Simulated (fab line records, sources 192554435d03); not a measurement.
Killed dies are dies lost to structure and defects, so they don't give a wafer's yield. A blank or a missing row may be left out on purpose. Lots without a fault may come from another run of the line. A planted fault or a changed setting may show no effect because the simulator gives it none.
fab line records | flow n5_finfet
record lots=6 wafers=18 last_day=21
route steps=1938 shown SD_EPI_P@309 SD_ACTIVATION@330 ILD0@335 SDB@347 MOL_CONTACT_COAG@538 BEOL_M4@1111
lots that met no fault: from a run of the same line without faults
start_h: hours from the record's first day to the start of the lot's first wafer shown | wait_h: hours since the lot's step before | " the same as in the row above | L1.1+2: a row that stands for several wafers | - no value, or no start given | * or withheld: withheld | < > ~ a bound
route shown NAME@n: a module of which the file shows steps, and the number in the route of the first | usual: mean/standard deviation of fault-free wafers | same: alike in all rows | chamber/n: place in a boat | sites: the reading at each site | _std_site: their standard deviation | _edge_site: outer sites' mean less inner sites' | radius_mm: how far each site lies from the wafer's centre | mask NAME#n: copy n | behind: the tool/chamber that last shaped the wafer | hold: why the lot was held/for how many hours/how that ended | device: the transistor (n, p or np) that didn't switch | end of line: the same wafers' tests at the end of the route | a step without rows: its recipe alone | killed: dies lost to structure and defects at the first sort, not the wafer's yield | map: a wafer's dies, x killed, . not, _ none there
set.NAME: the setting as run; set.NAME@STEP: as run at that earlier step | model.NAME: the simulator's own value behind a step, which no gauge read
lots at some steps of the route; a table a step, a row a wafer
services: from which hour (start_h, from the record's first day; less than 0 if before it) a tool's chamber was out of use, for how many hours, and why
## steps
# step N5_SD_EPI_P_STRIP_38
# recipe chemistry=N2/H2 temp_c=40 n2_flow_sccm=200 h2_flow_sccm=200 rf_frequency_hz=6e+07
# step N5_SD_EPI_P_ETCHBACK_46
# recipe chemistry=CH3F/O2 mode=anisotropic_etchback target=SiNx target_depth_a=175 stop_on=SiO2 over_etch_frac=0.3 ion_energy_ev=120 pressure_mtorr=30 source_w=395 bias_w=73 Ar_flow_sccm=150 CH3F_flow_sccm=30 O2_flow_sccm=20
# usual drypump_motor_current_A=5.6/0.43 oes_o_777_au=0.76/0.062 oes_product_au=0.67/0.051 rf_vpp_V=302/8.3 showerhead_plenum_p_Torr=2.02/0.076 throttle_valve_pct=16.37/0.22
# columns lot.wafer tool chamber start_h wait_h drypump_motor_current_A oes_o_777_au oes_product_au rf_hours_counter_h rf_vpp_V showerhead_plenum_p_Torr throttle_valve_pct
L439.2 rie_diel-05 3 53.42 0.0 5.8 0.80 0.66 142 301 1.92 16.21
L439.3 " 1 " " 5.6 0.73 0.64 172 291 2.08 16.52
L439.5 " 0 " " 5.0 0.72 0.64 - 308 1.92 16.39
L445.1 rie_diel-02 3 91.83 0.0 5.7 0.81 0.74 54 318 1.93 16.44
L445.3 " 1 " " 6.4 0.82 0.73 57 307 2.11 16.16
L445.6 " 2 " " 5.0 0.71 0.63 - 295 2.06 16.32
L446.1 rie_diel-05 1 97.49 0.0 5.6 0.72 0.63 179 289 2.08 16.52
L446.2 " 3 " " 5.7 0.79 0.64 148 299 1.91 16.21
L446.4 " 0 " " 5.0 0.71 0.64 149 309 1.91 16.40
L452.3 rie_diel-02 3 130.03 0.0 5.7 0.79 0.73 60 320 1.93 16.43
L452.4 " 2 " " 5.0 0.70 0.63 199 295 2.06 16.33
L452.5 " 3 " " 5.7 0.80 0.74 - 319 1.93 16.45
L459.1 rie_diel-06 0 178.13 0.0 5.8 0.74 0.67 127 305 2.00 16.53
L459.5 " 0 " " 5.8 0.74 0.67 - 306 2.01 16.53
L459.6 " 2 " " 5.5 0.70 0.62 - 293 1.99 16.37
L460.3 rie_diel-06 1 180.62 0.0 5.6 0.84 0.71 79 303 2.09 15.94
L460.4 " 1 " " 5.6 0.85 0.70 - 302 2.09 15.96
L460.5 " 0 " " 5.8 0.74 0.67 - 305 2.00 16.52
# step N5_SD_EPI_P_ETCH_47
# recipe chemistry=CH3F/O2 target=SiOCN target_depth_a=250 mask_material=SOC ion_energy_ev=60 bias_w=29 pressure_mtorr=30 source_w=410 Ar_flow_sccm=150 CH3F_flow_sccm=30 O2_flow_sccm=20
# step N5_SD_EPI_P_ETCH_16
# recipe chemistry=CHF3/O2 target=SiO2 target_depth_a=50 mask_material=SOC pressure_mtorr=30 source_w=650 bias_w=170 Ar_flow_sccm=200 CHF3_flow_sccm=50 O2_flow_sccm=5 ion_energy_ev=200
# step N5_SD_EPI_P_STRIP_50
# recipe chemistry=CHF3/O2 resist=SiARC rf_frequency_hz=6e+07
# step N5_SD_EPI_P_SD_RECESS_17
# recipe chemistry=HBr/Cl2/O2 target_depth_a=391 bt_time_s=3 pressure_mtorr=10 icp_w=800 bias_w=112 HBr_flow_sccm=150 Cl2_flow_sccm=80 O2_flow_sccm=12
# usual drypump_motor_current_A=5.8/0.52 oes_o_777_au=0.997/0.025 oes_product_au=0.999/0.019 throttle_valve_pct=37.1/0.32
# columns lot.wafer tool chamber start_h wait_h drypump_motor_current_A oes_o_777_au oes_product_au rf_hours_counter_h throttle_valve_pct
L439.2 rie_si-02 1 53.69 0.0 6.1 1.015 1.006 144 37.6
L439.3 " 2 " " 6.2 1.018 1.029 200 37.6
L439.5 " 2 " " 6.2 1.012 1.027 - 37.6
L445.1 rie_si-05 1 92.10 0.0 5.0 0.988 0.977 30 36.8
L445.3 " 2 " " 5.7 0.936 0.984 148 37.8
L445.6 " 3 " " 5.4 1.008 1.010 - 37.4
L446.1 rie_si-04 1 97.76 0.0 5.3 1.014 1.012 193 37.1
L446.2 " 0 " " 5.9 0.942 0.964 1 36.9
L446.4 " 2 " " 6.3 1.011 1.014 99 37.1
L452.3 rie_si-05 2 130.30 0.0 5.7 0.940 0.978 149 37.8
L452.4 " 3 " " 5.4 1.001 1.016 77 37.4
L452.5 " 2 " " 5.7 0.932 0.985 - 37.8
L459.1 rie_si-02 2 178.40 0.0 6.2 1.015 1.034 1 37.0
L459.5 " 1 " " 6.1 1.014 0.998 - 37.6
L459.6 " 0 " " 5.9 1.035 1.000 - 37.1
L460.3 rie_si-02 3 180.89 0.0 6.7 0.989 0.992 33 36.5
L460.4 " 2 " " 6.1 1.010 1.034 1 37.0
L460.5 " 3 " " 6.7 0.982 0.987 - 36.5
# step N5_SD_EPI_P_WET_ETCH_45
# recipe chemistry=dHF dilution=withheld time_s=10.7 target=SiO2 target_depth_a=20 temp_c=25 dry=ipa_marangoni rinse_time_s=30 rinse_temp_c=23
# step N5_SD_EPI_P_STRIP_40
# recipe chemistry=N2/H2 power_w=1000 temp_c=250 h2_frac=0.65 overash_fraction=0.3 pressure_mtorr=withheld n2_flow_sccm=1750 h2_flow_sccm=3250
# step N5_SD_EPI_P_PRECLEAN_52
# recipe chemistry=O3/DIW time_s=60 temp_c=22 o3_ppm=10
# step N5_SD_EPI_P_SRD_20
# recipe dry=ipa_marangoni do_ppb=5 time_s=30 temp_c=23 rinse_liquid=diw
# step N5_SD_EPI_P_PRECLEAN_51
# recipe chemistry=NF3:NH3 afs_cycles=1 temp_c=30 time_s=20 sublimation_temp_c=180 sublimation_time_s=60 pressure_torr=3 rf_power_w=30
# step N5_SD_EPI_P_VAPOR_ETCH_44
# recipe chemistry=NF3/Ar target=SiGe30 temp_c=25 time_s=3.3 mode=isotropic
# step N5_SD_EPI_P_EPI_21
# recipe material=SiGe:B dopant=B temp_c=550 pressure_torr=20 ambient=H2 time_s=355
# usual epi_growth_time_s=355/0
# columns lot.wafer tool chamber start_h wait_h epi_growth_time_s model.SiGe-B_of_SD_EPI_P_EPI_21.thk_nm
L439.2 epi_rpcvd-01 0 54.71 0.5 355 61.4
L439.3 " 0 " " 355 61.2
L439.5 " 0 " " 355 61.6
L445.1 epi_rpcvd-03 0 92.76 0.1 484.84 74.8
L445.3 " 0 " " 484.84 74.2
L445.6 " 0 94.56 1.8 484.84 75.6
L446.1 epi_rpcvd-03 0 98.43 0.1 484.84 75.2
L446.2 " 0 " " 484.84 75
L446.4 " 0 " " 484.84 74.6
L452.3 epi_rpcvd-01 0 132.05 1.1 355 60.6
L452.4 " 0 " " 355 60.6
L452.5 " 0 " " 355 60.8
L459.1 epi_rpcvd-03 0 179.18 0.2 355 60.2
L459.5 " 0 181.10 2.0 355 61
L459.6 " 0 " " 355 60
L460.3 epi_rpcvd-02 0 182.95 1.4 355 60.6
L460.4 " 0 " " 355 60.2
L460.5 " 0 " " 355 60.6
# step N5_SD_EPI_P_EPI_MEAS_23
# recipe mode=xrd
# usual thk_nm=61.1/1.4
# columns lot.wafer tool chamber start_h wait_h thk_nm
L439.2 film_metro-02 - 56.55 1.5 58.5
L439.3 " - " " 61.2
L439.5 " - " " 62.3
L445.1 film_metro-01 - 94.95 1.8 75.7
L445.3 " - " " 74.3
L445.6 " - " " 75.0
L446.1 film_metro-01 - 100.62 1.8 75.9
L446.2 " - " " 75.2
L446.4 " - " " 72.3
L452.3 film_metro-02 - 134.00 1.5 60.6
L452.4 " - " " 58.9
L452.5 " - " " 60.3
L459.1 film_metro-02 - 182.10 2.4 59.8
L459.5 " - " " 60.9
L459.6 " - " " 61.8
L460.3 film_metro-01 - 185.57 2.0 61.1
L460.4 " - " " 60.5
L460.5 " - " " 60.6
# step N5_SD_EPI_P_HM_STRIP_48
# recipe chemistry=H3PO4 temp_c=160 material=SiNx target=SiNx target_depth_a=30 overetch_fraction=0.3
# step N5_SD_EPI_P_SRD_49
# recipe dry=ipa_marangoni time_s=30 temp_c=23 rinse_liquid=diw
# step N5_SD_EPI_P_PRECLEAN_24
# recipe chemistry=O3/DIW time_s=45 temp_c=22 o3_ppm=10
# step N5_SD_EPI_P_PRECLEAN_32
# recipe chemistry=dHF time_s=10 dilution=500:1 temp_c=25
# step N5_SD_EPI_P_PRECLEAN_33
# recipe chemistry=SC2 time_s=45 temp_c=35 mix=1:1:50
# step N5_SD_EPI_P_SRD_25
# recipe time_s=30 temp_c=23 rinse_liquid=diw dry=ipa_marangoni
# step N5_SD_EPI_P_INSPECT_26
# recipe inspect_instrument=darkfield mode=post_epi
# usual raw_defect_count=176/38
# columns lot.wafer tool chamber start_h wait_h raw_defect_count
L439.2 defect_inspect-01 - 56.72 0.0 187
L439.3 " - " " 159
L439.5 " - " " 163
L445.1 defect_inspect-01 - 95.13 0.0 190
L445.3 " - " " 215
L445.6 " - " " 161
L446.1 defect_inspect-02 - 100.80 0.0 191
L446.2 " - " " 152
L446.4 " - " " 144
L452.3 defect_inspect-02 - 134.18 0.0 147
L452.4 " - " " 148
L452.5 " - " " 156
L459.1 defect_inspect-01 - 182.27 0.0 178
L459.5 " - " " 220
L459.6 " - " " 127
L460.3 defect_inspect-02 - 185.74 0.0 168
L460.4 " - " " 142
L460.5 " - " " 184
# step N5_SD_ACTIVATION_RTA_00
# recipe temp_c=975 time_s=0 ambient=N2 idle_temp_c=600 ramp_up_c_per_s=150 ramp_down_c_per_s=60 cool_to_c=600
# step N5_SD_ACTIVATION_LSA_01
# recipe temp_c=1080 time_s=0.0008 ambient=N2
# usual wafer_temp_C_max=1084.9/0.76
# columns lot.wafer tool chamber start_h wait_h wafer_temp_C_max
L439.2 laser_anneal-01 0 56.98 0.2 1086.5
L439.3 " 0 " " 1085.0
L439.5 " 0 " " 1085.9
L445.1 laser_anneal-01 0 95.52 0.2 1084.7
L445.3 " 0 " " 1085.0
L445.6 " 0 " " 1084.8
L446.1 laser_anneal-02 0 101.02 0.2 1085.4
L446.2 " 0 " " 1084.5
L446.4 " 0 " " 1084.4
L452.3 laser_anneal-02 0 134.48 0.2 1085.3
L452.4 " 0 " " 1086.1
L452.5 " 0 " " 1084.7
L459.1 laser_anneal-01 0 182.51 0.2 1084.5
L459.5 " 0 " " 1085.0
L459.6 " 0 " " 1085.1
L460.3 laser_anneal-02 0 186.03 0.2 1084.6
L460.4 " 0 " " 1084.8
L460.5 " 0 " " 1084.9
# step N5_SD_ACTIVATION_RS_MEAS_03
# recipe thk_meas_gauge=four-point-probe
# usual RS_SD_N=21.89/0.27 RS_SD_P=56.1/0.87
# columns lot.wafer tool chamber start_h wait_h RS_SD_N[ohm/sq] RS_SD_P[ohm/sq]
L439.2 film_metro-01 - 57.17 0.2 22.05 56.2
L439.3 " - " " 21.87 56.8
L439.5 " - " " 22.32 56.9
L445.1 film_metro-02 - 95.72 0.2 22.86 45.0
L445.3 " - " " 22.18 45.3
L445.6 " - " " 22.27 44.5
L446.1 film_metro-02 - 101.23 0.2 21.75 45.9
L446.2 " - " " 21.87 46.3
L446.4 " - " " 21.59 46.5
L452.3 film_metro-01 - 134.67 0.2 22.00 56.6
L452.4 " - " " 22.46 56.3
L452.5 " - " " 22.26 55.6
L459.1 film_metro-01 - 182.72 0.2 21.90 56.3
L459.5 " - " " 21.75 54.6
L459.6 " - " " 21.83 56.1
L460.3 film_metro-02 - 186.21 0.2 21.87 56.3
L460.4 " - " " 21.72 56.3
L460.5 " - " " 21.58 56.6
# step N5_SD_ACTIVATION_INSPECT_02
# recipe inspect_instrument=darkfield mode=post_anneal
# usual raw_defect_count=175/38
# columns lot.wafer tool chamber start_h wait_h raw_defect_count
L439.2 defect_inspect-01 - 57.47 0.1 184
L439.3 " - " " 178
L439.5 " - " " 174
L445.1 defect_inspect-01 - 96.05 0.2 195
L445.3 " - " " 206
L445.6 " - " " 162
L446.1 defect_inspect-01 - 101.55 0.2 195
L446.2 " - " " 164
L446.4 " - " " 146
L452.3 defect_inspect-02 - 134.96 0.1 147
L452.4 " - " " 148
L452.5 " - " " 154
L459.1 defect_inspect-01 - 183.04 0.2 173
L459.5 " - " " 216
L459.6 " - " " 130
L460.3 defect_inspect-02 - 186.49 0.1 159
L460.4 " - " " 134
L460.5 " - " " 187
# step N5_ILD0_LINER_00
# recipe material=SiNx target_thk_a=40 temp_c=400 ald_precursor_family=SiH2I2 ald_co_reactant=N2/H2-plasma pulse_time_s=1 purge_time_s=2 co_reactant_purge_time_s=2 ald_cycles=80 pressure_torr=2
# step N5_ILD0_FCVD_FILL_01
# recipe material=SiO2_flowable target_thk_a=2000 temp_c=100 pressure_torr=0.8 rf_w=2000 time_s=328.3
# step N5_ILD0_CURE_02
# recipe temp_c=450 time_s=1800 ambient=steam idle_temp_c=400 ramp_up_c_per_min=5 ramp_down_c_per_min=3 densification_p_h2o_torr=640
# step N5_ILD0_CMP_03
# recipe stop_on=SiNx t_overpolish_s=1.9 post_cmp_clean=alkaline_brush down_force_psi=4.1491 platen_rpm=51.796 pad_velocity_m_s=1.0306 target_thk_nm=197.38
# step N5_ILD0_THK_MEAS_04
# usual thk_nm=197.6/0.97
# columns lot.wafer tool chamber start_h wait_h thk_nm
L439.2 film_metro-02 - 60.17 - 197.0
L439.3 " - " " 197.2
L439.5 " - " " 196.9
L445.1 film_metro-02 - 98.74 - 196.6
L445.3 " - " " 198.5
L445.6 " - " " 197.3
L446.1 film_metro-02 - 104.24 - 198.2
L446.2 " - " " 195.8
L446.4 " - " " 197.0
L452.3 film_metro-01 - 137.65 - 197.9
L452.4 " - " " 198.5
L452.5 " - " " 200.0
L459.1 film_metro-01 - 185.83 - 196.0
L459.5 " - " " 197.4
L459.6 " - " " 198.1
L460.3 film_metro-02 - 189.20 - 198.1
L460.4 " - " " 197.1
L460.5 " - " " 197.5
# step N5_ILD0_CMP_07
# recipe stop_on=poly-Si material=SiO2_flowable t_overpolish_s=1.18 post_cmp_clean=alkaline_brush down_force_psi=4.1491 platen_rpm=51.796 pad_velocity_m_s=1.0306 target_thk_nm=138.88
# usual head_pressure_psi=4.149/0.0097 motor_current_A=12.8/1 pad_life_wafers=1112/490
# columns lot.wafer tool chamber start_h wait_h head_pressure_psi motor_current_A pad_life_wafers
L439.3 cmp-01 2 60.23 0.1 4.169 12.2 715
L439.2 " 0 " " 4.163 14.4 717
L439.5 " 2 " " 4.149 11.6 -
L445.1 cmp-03 3 98.81 0.1 4.136 11.6 745
L445.3 " 0 " " 4.147 13.4 746
L445.6 " 3 " " 4.139 11.8 -
L446.2 cmp-03 0 104.27 0.0 4.158 13.2 768
L446.1 " 1 " " 4.150 13.5 769
L446.4 " 3 " " 4.160 12.1 771
L452.3 cmp-03 0 137.72 0.1 4.149 13.5 1009
L452.4 " 2 " " 4.135 13.4 1011
L452.5 " 0 " " 4.140 13.6 -
L459.1 cmp-02 2 185.97 0.1 4.169 12.0 99
L459.6 " 3 " " 4.144 14.1 -
L459.5 " 0 " " 4.150 12.6 -
L460.3 cmp-01 1 189.23 0.0 4.158 10.9 1632
L460.4 " 2 " " 4.165 11.4 1633
L460.5 " 2 " " 4.158 12.5 -
# step N5_ILD0_THK_MEAS_08
# usual thk_nm=138.8/1.1
# columns lot.wafer tool chamber start_h wait_h thk_nm
L439.2 film_metro-02 - 60.49 - 140.0
L439.3 " - " " 137.0
L439.5 " - " " 136.9
L445.1 film_metro-02 - 99.07 - 139.3
L445.3 " - " " 140.8
L445.6 " - " " 139.2
L446.1 film_metro-02 - 104.57 - 140.0
L446.2 " - " " 139.9
L446.4 " - " " 138.7
L452.3 film_metro-02 - 137.98 - 139.9
L452.4 " - " " 140.4
L452.5 " - " " 138.5
L459.1 film_metro-01 - 186.15 - 138.4
L459.5 " - " " 139.4
L459.6 " - " " 138.8
L460.3 film_metro-02 - 189.52 - 136.5
L460.4 " - " " 136.8
L460.5 " - " " 137.1
# step N5_ILD0_PRECLEAN_10
# recipe chemistry=NF3:NH3 afs_cycles=5 time_s=20 temp_c=30 sublimation_temp_c=180 sublimation_time_s=60 pressure_torr=3 rf_power_w=30
# step N5_ILD0_ALD_15
# recipe material=SiNx target_thk_a=240 temp_c=400 ald_precursor_family=SiH2I2 ald_co_reactant=N2/H2-plasma pulse_time_s=1 ald_cycles=480 purge_time_s=2 co_reactant_purge_time_s=2 pressure_torr=2
# step N5_ILD0_CMP_12
# recipe stop_on=poly-Si material=SiNx t_overpolish_s=6 post_cmp_clean=alkaline_brush down_force_psi=2.5 platen_rpm=51.8 pad_velocity_m_s=1.0307 target_thk_nm=17.67
# step N5_ILD0_THK_MEAS_13
# usual thk_nm=17.7/1.1
# columns lot.wafer tool chamber start_h wait_h thk_nm
L439.2 film_metro-02 - 63.75 - 16.8
L439.3 " - " " 18.6
L439.5 " - " " 18.9
L445.1 film_metro-02 - 102.28 - 19.9
L445.3 " - " " 18.8
L445.6 " - " " 18.5
L446.1 film_metro-02 - 107.78 - 19.0
L446.2 " - " " 18.0
L446.4 " - " " 17.6
L452.3 film_metro-01 - 141.19 - 18.9
L452.4 " - " " 19.0
L452.5 " - " " 19.3
L459.1 film_metro-02 - 189.75 - 15.0
L459.5 " - " " 18.9
L459.6 " - " " 17.7
L460.3 film_metro-01 - 193.02 - 19.0
L460.4 " - " " 17.2
L460.5 " - " " 16.5
# step N5_ILD0_INSPECT_06
# recipe inspect_instrument=darkfield mode=post_cmp
# usual raw_defect_count=35/15
# columns lot.wafer tool chamber start_h wait_h raw_defect_count
L439.2 defect_inspect-02 - 63.77 0.0 37
L439.3 " - " " 36
L439.5 " - " " 37
L445.1 defect_inspect-02 - 102.31 0.0 26
L445.3 " - " " 30
L445.6 " - " " 42
L446.1 defect_inspect-02 - 107.81 0.0 31
L446.2 " - " " 19
L446.4 " - " " 28
L452.3 defect_inspect-02 - 141.21 0.0 30
L452.4 " - " " 46
L452.5 " - " " 56
L459.1 defect_inspect-02 - 189.78 0.0 64
L459.5 " - " " 40
L459.6 " - " " 34
L460.3 defect_inspect-02 - 193.04 0.0 28
L460.4 " - " " 20
L460.5 " - " " 24
# step N5_SDB_HM_DEP_00
# recipe material=SiNx target_thk_a=400 temp_c=400 precursor=SiH4/NH3/N2 pressure_torr=1.5 rf_w=300 time_s=35.3
# usual heater_power_w=799/74 showerhead_plenum_p_Torr=5.14/0.044 throttle_valve_pct=41/3.2
# columns lot.wafer tool chamber start_h wait_h heater_power_w showerhead_plenum_p_Torr since_wet_clean_h throttle_valve_pct
L439.2 pecvd-04 2 63.81 0.0 853 5.11 2036 39
L439.3 " 1 " " 836 5.18 1311 46
L439.5 " 0 " " 758 5.16 - 42
L445.1 pecvd-04 1 102.34 0.0 835 5.18 1350 46
L445.3 " 2 " " 885 5.10 2075 39
L445.6 " 2 " " 889 5.11 - 39
L446.1 pecvd-04 1 107.84 0.0 729 5.18 1355 46
L446.2 " 0 " " 867 5.16 630 42
L446.4 " 2 " " 834 5.09 - 39
L452.3 pecvd-02 2 141.25 0.0 941 5.07 454 37
L452.4 " 1 " " 845 5.17 - 41
L452.5 " 0 " " 678 5.13 - 38
L459.1 pecvd-02 0 189.81 0.0 610 5.13 1256 38
L459.5 " 1 " " 871 5.18 - 41
L459.6 " 0 " " 615 5.11 - 38
L460.3 pecvd-04 2 193.08 0.0 919 5.10 2166 39
L460.4 " 2 " " 920 5.09 - 39
L460.5 " 0 " " 760 5.16 - 43
# step N5_SDB_COAT_03
# recipe resist=SOC temp_c=250 time_s=60 spin_rpm=1500 resist_thk_nm=100
# step N5_SDB_COAT_04
# recipe resist=SiARC temp_c=220 time_s=60 spin_rpm=1500 resist_thk_nm=18
# step N5_SDB_COAT_05
# recipe resist=CAR-ArF spin_rpm=1500 resist_thk_nm=90
# step N5_MOL_CONTACT_COAG_ETCH_110
# recipe chemistry=CF4/O2 target=Si target_depth_a=25 time_s=8 pressure_mtorr=100 source_w=200 bias_w=12 ion_energy_ev=60 Ar_flow_sccm=100 cf4_flow_sccm=100 O2_flow_sccm=10
# usual drypump_motor_current_A=5.69/0.2 oes_o_777_au=0.77/0.079 oes_product_au=0.77/0.074 rf_vpp_V=128/5.5 showerhead_plenum_p_Torr=2.22/0.063 throttle_valve_pct=10.83/0.19
# columns lot.wafer tool chamber start_h wait_h drypump_motor_current_A oes_o_777_au oes_product_au rf_hours_counter_h rf_vpp_V showerhead_plenum_p_Torr throttle_valve_pct model.SiGe-B_of_SD_EPI_P_EPI_21.thk_nm
L439.2 rie_diel-03 0 85.83 0.0 5.52 0.78 0.75 169 123 2.21 10.79 58.4
L439.3 " 1 " " 5.79 0.88 0.83 78 121 2.16 10.67 58.2
L439.5 " 2 " " 5.98 0.76 0.76 - 128 2.31 10.75 58.6
L445.1 rie_diel-04 2 124.70 0.0 5.40 0.71 0.70 215 131 2.29 10.96 71.2
L445.3 " 1 " " 5.91 0.74 0.71 243 128 2.17 11.01 70.6
L445.6 " 0 " " 5.85 0.72 0.70 - 128 2.19 11.29 72
L446.1 rie_diel-01 1 129.63 0.0 5.55 0.82 0.87 46 137 2.34 10.60 71.6
L446.2 " 3 " " 5.84 0.64 0.67 227 134 2.21 10.93 71.6
L446.4 " 0 " " 5.72 0.85 0.85 69 121 2.17 10.60 71
L452.3 rie_diel-04 2 163.69 0.0 5.43 0.69 0.69 231 131 2.28 11.00 57.8
L452.4 " 3 " " 5.22 0.71 0.74 - 131 2.29 11.04 57.8
L452.5 " 0 " " 5.88 0.97 0.97 - 130 2.19 10.57 57.8
L459.1 rie_diel-04 3 212.91 0.0 5.24 0.70 0.72 180 132 2.29 11.12 57.4
L459.5 " 1 " " 5.87 0.99 0.95 - 128 2.16 10.35 58
L459.6 " 3 " " 5.25 0.70 0.72 - 130 2.29 11.11 57.2
L460.3 rie_diel-04 0 215.74 0.0 5.82 0.93 0.92 29 129 2.18 10.64 57.8
L460.4 " 0 " " 5.84 0.93 0.91 - 129 2.18 10.64 57.4
L460.5 " 3 " " 5.24 0.70 0.71 - 131 2.29 11.11 57.8
# step N5_BEOL_M4_RC_MEAS_101
# usual DIBL_N=36.1/2.3 DIBL_P=36/3.2 IOFF_N=0.16/0.045 IOFF_P=0.21/0.049 ION_N=674/14 ION_P=462/8.4 RS_SD_P=65.8/1 SS_N=71.6/0.83 SS_P=73.2/0.87 VT_N=249/3.8 VT_P=-250/3.4
# columns lot.wafer tool chamber start_h wait_h DIBL_N[mV/V] DIBL_P[mV/V] IOFF_N[nA/um] IOFF_P[nA/um] ION_N[uA/um] ION_P[uA/um] RS_SD_P[ohm/sq] SS_N[mV/dec] SS_P[mV/dec] VT_N[mV] VT_P[mV]
L439.2 prober-02 0 237.13 0.4 37.0 35 0.16 0.23 697 478 66.5 71.0 72.9 247 -247
L439.3 " 0 " " 35.8 35 0.14 0.20 690 472 67.2 71.1 73.0 251 -249
L439.5 " 0 " " 36.4 35 0.14 0.21 682 472 66.7 71.4 72.4 250 -250
L445.1 prober-02 0 277.54 0.0 35.4 34 0.16 0.19 680 466 53.3 71.3 72.7 249 -249
L445.3 " 0 " " 34.4 35 0.15 0.23 681 476 54.0 70.9 72.7 247 -246
L445.6 " 0 " " 34.6 35 0.14 0.20 670 461 52.9 71.6 72.9 248 -249
L446.1 prober-02 0 310.74 0.0 41.7 42 0.29 0.34 681 470 53.8 73.6 75.0 245 -244
L446.2 " 0 " " 37.4 38 0.19 0.26 692 480 53.5 71.7 74.3 245 -247
L446.4 " 0 " " 38.4 39 0.21 0.28 676 466 54.2 72.8 74.8 247 -247
L452.3 prober-02 0 345.12 0.3 35.7 35 0.15 0.21 677 469 65.9 71.4 73.9 248 -246
L452.4 " 0 " " 35.0 34 0.14 0.19 658 451 66.6 71.9 72.7 248 -251
L452.5 " 0 " " 35.6 35 0.14 0.22 662 462 66.2 72.0 74.3 248 -250
L459.1 prober-02 0 358.67 0.0 37.4 39 0.19 0.23 695 472 66.2 72.0 74.2 244 -251
L459.5 " 0 " " 40.1 41 0.24 0.29 685 475 65.7 72.7 74.1 244 -246
L459.6 " 0 " " 37.9 39 0.18 0.22 685 469 66.2 72.5 73.3 247 -252
L460.3 prober-02 0 389.14 0.3 34.9 37 0.16 0.24 673 466 66.5 71.2 73.5 247 -246
L460.4 " 0 " " 33.5 35 0.15 0.21 674 465 67.0 71.0 72.2 247 -249
L460.5 " 0 " " 39.4 42 0.26 0.34 691 476 66.2 72.0 74.5 243 -242
## services
# columns tool chamber start_h hours kind
cmp-03 - 30.60 0.8 repair
rie_diel-05 3 36.76 2.9 repair
pecvd-02 2 44.45 6.1 repair
cmp-03 - 47.52 0.4 repair
cmp-01 - 47.87 3.1 repair
laser_anneal-02 - 49.19 3.0 pm
rie_diel-04 - 50.82 2.8 pm
rie_si-02 2 58.98 4.3 repair
pecvd-04 - 61.37 0.5 repair
epi_rpcvd-03 - 66.78 0.7 repair
rie_si-05 - 66.79 14.3 repair
rie_si-02 - 69.10 0.4 repair
cmp-01 - 70.35 2.1 repair
cmp-03 - 70.76 1.3 repair
epi_rpcvd-03 - 72.34 2.8 pm
rie_diel-04 3 94.76 1.6 repair
rie_diel-05 - 95.09 0.1 repair
pecvd-02 - 98.74 1.0 repair
pecvd-04 - 128.88 1.7 repair
laser_anneal-01 - 148.32 2.6 pm
laser_anneal-02 - 155.86 1.8 repair
cmp-03 - 183.47 7.5 pm
epi_rpcvd-03 - 186.99 1.9 repair
laser_anneal-01 - 214.48 7.2 pm
## key
first_sign step=N5_SD_EPI_P_EPI_21 reading=epi_growth_time_s direction=up sigmas=99+ usual=* struck=*
effect step=N5_SD_EPI_P_EPI_MEAS_23 reading=thk_nm direction=up sigmas=10 usual=* struck=*
effect step=N5_SD_ACTIVATION_RS_MEAS_03 reading=RS_SD_P direction=down sigmas=12 usual=56.1 struck=45.6
effect step=N5_BEOL_M4_RC_MEAS_101 reading=RS_SD_P direction=down sigmas=12 usual=65.8 struck=53.6
model_effect step=N5_SD_EPI_P_EPI_21 value=SiGe-B_of_SD_EPI_P_EPI_21.thk_nm without=60.33 struck=74.9
model_effect step=N5_MOL_CONTACT_COAG_ETCH_110 value=SiGe-B_of_SD_EPI_P_EPI_21.thk_nm without=57.53 struck=71.33
met_at N5_SD_EPI_P_EPI_21
struck_wafers L445.1,L445.3,L445.6,L446.1,L446.2,L446.4
sort_left_out L445.1,L445.3,L445.6,L446.1,L446.2,L446.4
fault kind=process_parameter_drift tool=epi_rpcvd-03 chamber=- onset_h=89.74 steps=N5_SD_EPI_P_EPI_21 channel=epi_growth_time_s offset=* shape=step end_h=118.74 acts_in=* stated=*
# sort_left_out: the simulated sort isn't trusted on such a fault, so these wafers' sort isn't shown, and their yield isn't known
